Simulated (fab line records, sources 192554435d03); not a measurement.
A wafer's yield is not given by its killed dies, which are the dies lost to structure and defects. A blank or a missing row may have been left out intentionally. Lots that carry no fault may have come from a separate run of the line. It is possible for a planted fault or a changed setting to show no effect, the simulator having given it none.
Chamber matching | flow n5 finfet | pecvd-03 running N5_FIN_SAQP_PECVD_06: 3 sister chambers
The step deposits a-Si from SiH4/He, target thk 60 nm, time 48.1 s. 16 wafers are shown with their chamber, then 8 later ones without.

## EACH WAFER AND ITS CHAMBER
wafer  | chamber | throttle valve pct (%) | showerhead plenum p Torr (Torr) | heater power w (W)
L081.1 | 0       | 18.9                   | 5.70                            | 859
L081.2 | 2       | 16.6                   | 5.61                            | 790
L081.3 | 1       | 20.0                   | 5.70                            | 792
L086.3 | 2       | 16.5                   | 5.61                            | 841
L086.4 | 1       | 19.9                   | 5.69                            | 765
L086.5 | 1       | 19.7                   | 5.70                            | 767
L087.1 | 2       | 17.1                   | 5.62                            | 896
L087.4 | 1       | 19.8                   | 5.70                            | 841
L087.5 | 0       | 18.9                   | 5.70                            | 883
L088.2 | 2       | 16.7                   | 5.61                            | 915
L088.3 | 1       | 19.9                   | 5.69                            | 766
L088.5 | 2       | 17.0                   | 5.61                            | 908
L090.1 | 0       | 18.6                   | 5.69                            | 922
L090.2 | 1       | 20.0                   | 5.70                            | 865
L090.3 | 2       | 16.9                   | 5.60                            | 820
L092.4 | 1       | 19.9                   | 5.70                            | 753

SIGNATURES, as means of the wafers listed above
reading                  | chamber 0 | chamber 1 | chamber 2 | scatter within a chamber
throttle valve pct       | 18.800    | 19.886    | 16.800    | 0.177
showerhead plenum p Torr | 5.6967    | 5.6971    | 5.6100    | 0.00561
heater power w           | 888.00    | 792.71    | 861.67    | 45.4
Rule: a wafer's distance from a chamber is the root of the sum, over the readings, of the square of ((its reading less the chamber's mean) divided by the reading's scatter). The wafer belongs to the nearest chamber; if the next one is less than 2 further off, it can't be placed. The scatter: take each reading less its chamber's mean, square it, sum over the shown wafers, divide by the number of wafers less the number of chambers, and take the root.

## WAFERS WITH NO CHAMBER GIVEN
wafer  | throttle valve pct (%) | showerhead plenum p Torr (Torr) | heater power w (W)
L092.5 | 18.7                   | 5.71                            | 862
L092.6 | 16.8                   | 5.61                            | 777
L093.1 | 17.2                   | 5.60                            | 870
L093.4 | 17.0                   | 5.61                            | 845
L093.6 | 20.1                   | 5.68                            | 847
L097.1 | 17.0                   | 5.60                            | 777
L097.3 | 20.1                   | 5.69                            | 751
L097.6 | 19.8                   | 5.69                            | 767

## THE CHAMBER EACH PASSED THROUGH
wafer  | from the rows above | in truth
L092.5 | 0                   | 0
L092.6 | 2                   | 2
L093.1 | 2                   | 2
L093.4 | 2                   | 2
L093.6 | 1                   | 1
L097.1 | 2                   | 2
L097.3 | 1                   | 1
L097.6 | 1                   | 1
Placed correctly: 8 of 8. Left unplaced by these rows: 0. Placed wrongly: 0.
